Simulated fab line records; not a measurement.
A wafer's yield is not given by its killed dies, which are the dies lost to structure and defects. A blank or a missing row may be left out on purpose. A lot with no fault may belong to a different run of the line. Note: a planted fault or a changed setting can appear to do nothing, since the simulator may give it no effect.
Which tool did it?	flow n5 finfet	31 wafers from 12 lots sampled at 5 of the route's 1938 steps

WHAT THE GAUGES READ, wafer by wafer
N5_BEOL_M4_RC_MEAS_101. Usual: DIBL_N 36.4 mV/V, standard deviation 2.2; DIBL_P 36.3 mV/V, standard deviation 2.5; EOT_N 10.56, standard deviation 0.11; EOT_P 10.52, standard deviation 0.11; IGATE_N 0.0122 nA/um, standard deviation 0.0023; IGATE_P 0.0037 nA/um, standard deviation 0.00068; IOFF_N 0.17 nA/um, standard deviation 0.052; IOFF_P 0.23 nA/um, standard deviation 0.049; ION_N 674 uA/um, standard deviation 17; ION_P 464 uA/um, standard deviation 11; SS_N 71.7 mV/dec, standard deviation 0.98; SS_P 73.3 mV/dec, standard deviation 0.84; VT_N 250 mV, standard deviation 4; VT_P -249 mV, standard deviation 3.8.
lot	measured	on	DIBL_N (mV/V)	DIBL_P (mV/V)	EOT_N	EOT_P	IGATE_N (nA/um)	IGATE_P (nA/um)	IOFF_N (nA/um)	IOFF_P (nA/um)	ION_N (uA/um)	ION_P (uA/um)	SS_N (mV/dec)	SS_P (mV/dec)	VT_N (mV)	VT_P (mV)	flag
L974	day 8 07:53	prober-02	36.9 40.0 38.3	38.2 41.8 40.1	10.52 10.63 10.76	10.51 10.53 10.59	0.0142 0.0105 0.0102	0.0043 0.0032 0.0030	0.18 0.23 0.19	0.25 0.32 0.30	708 704 682	483 487 472	71.2 72.4 72.0	73.4 75.1 75.2	246 245 246	-246 -243 -245	
L975	day 8 18:25	prober-01	36.5 34.8	36.3 33.8	10.68 10.64	10.64 10.58	0.0095 0.0112	0.0029 0.0034	0.15 0.11	0.22 0.18	686 627	466 440	71.0 71.2	72.7 73.0	247 259	-249 -257	
L976	day 10 23:06	prober-02	37.6 36.1 33.2	38.8 35.6 33.2	10.60 10.57 10.40	10.54 10.42 10.48	0.0109 0.0120 0.0141	0.0033 0.0036 0.0043	0.21 0.16 0.12	0.33 0.25 0.21	691 686 656	477 481 464	71.3 71.6 70.8	73.8 73.1 72.4	246 251 256	-242 -244 -247	
L977	day 10 12:07	prober-02	37.2 38.7	36.4 39.8	10.56 10.61	10.61 10.62	0.0112 0.0108	0.0034 0.0033	0.19 0.22	0.25 0.33	657 654	448 455	73.0 72.3	74.4 75.3	248 247	-247 -245	
L978	day 10 17:28	prober-01	35.7 39.7	36.6 41.8	10.53 10.50	10.49 10.58	0.0123 0.0122	0.0037 0.0037	0.16 0.26	0.28 0.42	683 714	483 495	71.7 71.7	73.1 74.6	250 241	-239 -238	
L979	day 11 16:47	prober-01	34.1 35.5	32.0 34.3	10.77 10.67	10.69 10.68	0.0089 0.0085	0.0027 0.0026	0.11 0.14	0.18 0.22	652 664	460 463	71.0 70.7	72.5 73.3	257 252	-249 -246	
L980	day 11 08:59	prober-02	38.3 42.6 35.8	38.9 41.6 33.9	10.40 11.51 10.26	10.37 11.50 10.25	0.0134 0.0040 0.0183	0.0039 0.0011 0.0053	0.21 0.29 0.17	0.25 0.30 0.17	697 662 673	472 447 454	72.0 72.8 72.2	73.7 75.1 72.9	247 245 248	-249 -247 -252	
L983	day 11 02:43	prober-01	41.1 36.0 35.1	40.1 35.0 33.7	10.56 10.50 10.67	10.68 10.46 10.73	0.0099 0.0121 0.0091	0.0030 0.0037 0.0028	0.28 0.16 0.13	0.34 0.24 0.20	689 667 650	468 465 453	73.3 70.9 71.6	74.4 72.9 72.8	242 248 251	-240 -247 -249	
L994	day 14 14:22	prober-01	33.2 37.1 35.7	33.6 37.4 35.1	10.58 10.55 10.64	10.61 10.48 10.50	0.0111 0.0148 0.0118	0.0034 0.0045 0.0036	0.11 0.18 0.15	0.17 0.23 0.18	667 695 659	459 472 451	70.6 72.1 70.6	71.8 72.9 72.5	252 244 251	-249 -244 -252	
L995	day 14 19:58	prober-02	35.2 35.0 36.6	34.1 34.6 36.3	10.49 10.42 10.63	10.41 10.30 10.31	0.0145 0.0149 0.0138	0.0044 0.0045 0.0042	0.15 0.14 0.17	0.20 0.20 0.23	683 675 689	464 466 470	71.3 71.2 72.5	72.3 72.1 73.7	249 251 249	-251 -250 -249	
L996	day 15 12:50	prober-01	35.3 37.2 32.0	35.1 37.3 30.7	10.53 10.57 10.36	10.58 10.58 10.37	0.0127 0.0115 0.0192	0.0038 0.0034 0.0058	0.15 0.19 0.11	0.21 0.24 0.16	679 687 676	470 470 470	71.6 71.8 69.8	73.5 73.9 72.2	252 247 255	-248 -249 -253	
L997	day 15 13:28	prober-01	33.5 34.1	34.5 34.9	10.65 10.80	10.55 10.63	0.0106 0.0093	0.0033 0.0029	0.12 0.14	0.19 0.20	652 674	459 470	71.2 70.4	72.9 71.8	255 248	-249 -249	

WHAT TOOL EACH LOT RAN ON (gives the tool, then ch and the chambers of the sampled wafers, and finally the start)
lot	N5_DUMMY_REMOVAL_PRECLEAN_08	N5_BEOL_M4_ANNEAL_49	N5_BEOL_M4_ANNEAL_89	N5_BEOL_M4_ANNEAL_91
L974	remote plasma-01 ch 1, day 3 20:04	pvd sputter-03, day 8 04:36	pvd sputter-03, day 8 05:29	pvd sputter-03, day 8 05:42
L975	remote plasma-02 ch 0, day 4 06:05	pvd sputter-03, day 8 15:07	pvd sputter-03, day 8 16:00	pvd sputter-03, day 8 16:13
L976	remote plasma-01 ch 1, day 4 20:11	pvd sputter-02, day 10 20:19	pvd sputter-02, day 10 21:12	pvd sputter-02, day 10 21:25
L977	remote plasma-01 ch 1, day 5 02:01	pvd sputter-02, day 10 09:20	pvd sputter-02, day 10 10:13	pvd sputter-02, day 10 10:26
L978	remote plasma-02 ch 0, day 5 04:28	pvd sputter-03, day 10 14:19	pvd sputter-03, day 10 15:12	pvd sputter-03, day 10 15:25
L979	remote plasma-02 ch 1, day 5 10:29	pvd sputter-03, day 11 13:36	pvd sputter-03, day 11 14:29	pvd sputter-03, day 11 14:42
L980	remote plasma-02 ch 1, day 5 12:56	pvd sputter-03, day 11 06:08	pvd sputter-03, day 11 07:01	pvd sputter-03, day 11 07:14
L983	remote plasma-01 ch 1, day 6 07:16	pvd sputter-02, day 10 23:56	pvd sputter-02, day 11 00:49	pvd sputter-02, day 11 01:02
L994	remote plasma-01 ch 0, day 8 23:40	pvd sputter-01, day 14 11:31	pvd sputter-01, day 14 12:23	pvd sputter-01, day 14 12:37
L995	remote plasma-02 ch 1, day 9 05:34	pvd sputter-02, day 14 17:07	pvd sputter-02, day 14 18:00	pvd sputter-02, day 14 18:13
L996	remote plasma-01 ch 1, day 9 14:30	pvd sputter-03, day 15 09:42	pvd sputter-03, day 15 10:35	pvd sputter-03, day 15 10:48
L997	remote plasma-02 ch 0, day 9 18:21	pvd sputter-01, day 15 09:55	pvd sputter-01, day 15 10:47	pvd sputter-01, day 15 11:01
- N5_DUMMY_REMOVAL_PRECLEAN_08: cleans in NF3:NH3, afs cycles 2, time 20 s, sublimation time 60 s.
- N5_BEOL_M4_ANNEAL_49: time 240 s.
- N5_BEOL_M4_ANNEAL_89: time 240 s.
- N5_BEOL_M4_ANNEAL_91: time 240 s.

WHAT THE TOOLS THEMSELVES READ (means of the sampled wafers that have a number; where no wafer has one, the mark that the record gives instead)
N5_BEOL_M4_ANNEAL_49. Usual: heater power w 844 W, standard deviation 78.
lot	tool	heater power w (W)	flag
L974	pvd sputter-03	841	
L975	pvd sputter-03	886	
L976	pvd sputter-02	839	
L977	pvd sputter-02	853	
L978	pvd sputter-03	862	
L979	pvd sputter-03	809	
L980	pvd sputter-03	822	
L983	pvd sputter-02	836	
L994	pvd sputter-01	1003	
L995	pvd sputter-02	826	
L996	pvd sputter-03	837	
L997	pvd sputter-01	979	

N5_BEOL_M4_ANNEAL_89. Usual: heater power w 845 W, standard deviation 75.
lot	tool	heater power w (W)	flag
L974	pvd sputter-03	833	
L975	pvd sputter-03	876	
L976	pvd sputter-02	841	
L977	pvd sputter-02	844	
L978	pvd sputter-03	866	
L979	pvd sputter-03	812	
L980	pvd sputter-03	825	
L983	pvd sputter-02	827	
L994	pvd sputter-01	1007	
L995	pvd sputter-02	844	
L996	pvd sputter-03	817	
L997	pvd sputter-01	993	

N5_BEOL_M4_ANNEAL_91. Usual: heater power w 845 W, standard deviation 78.
lot	tool	heater power w (W)	flag
L974	pvd sputter-03	840	
L975	pvd sputter-03	860	
L976	pvd sputter-02	836	
L977	pvd sputter-02	872	
L978	pvd sputter-03	856	
L979	pvd sputter-03	805	
L980	pvd sputter-03	818	
L983	pvd sputter-02	847	
L994	pvd sputter-01	1014	
L995	pvd sputter-02	844	
L996	pvd sputter-03	833	
L997	pvd sputter-01	1014	

THE ANSWER, worked out from the rows above alone
Rule: take the mean of a lot's wafers that have a number; if it is more than 3 standard deviations from the usual mean, the lot is off. A lot without any number at a reading at which 4 lots or more have one is off too. The other lots that the step has rows for count as sound. First the gauges in route order, then the tools' own readings, where a lot's mean is used as printed above. The first step at which some lot is off is used, and at that step the reading that is off furthest; a lot without a number counts as furthest.
No lot is off at any reading shown: from this, nothing can be told.

WHAT WAS PUT IN BY THE SIMULATOR
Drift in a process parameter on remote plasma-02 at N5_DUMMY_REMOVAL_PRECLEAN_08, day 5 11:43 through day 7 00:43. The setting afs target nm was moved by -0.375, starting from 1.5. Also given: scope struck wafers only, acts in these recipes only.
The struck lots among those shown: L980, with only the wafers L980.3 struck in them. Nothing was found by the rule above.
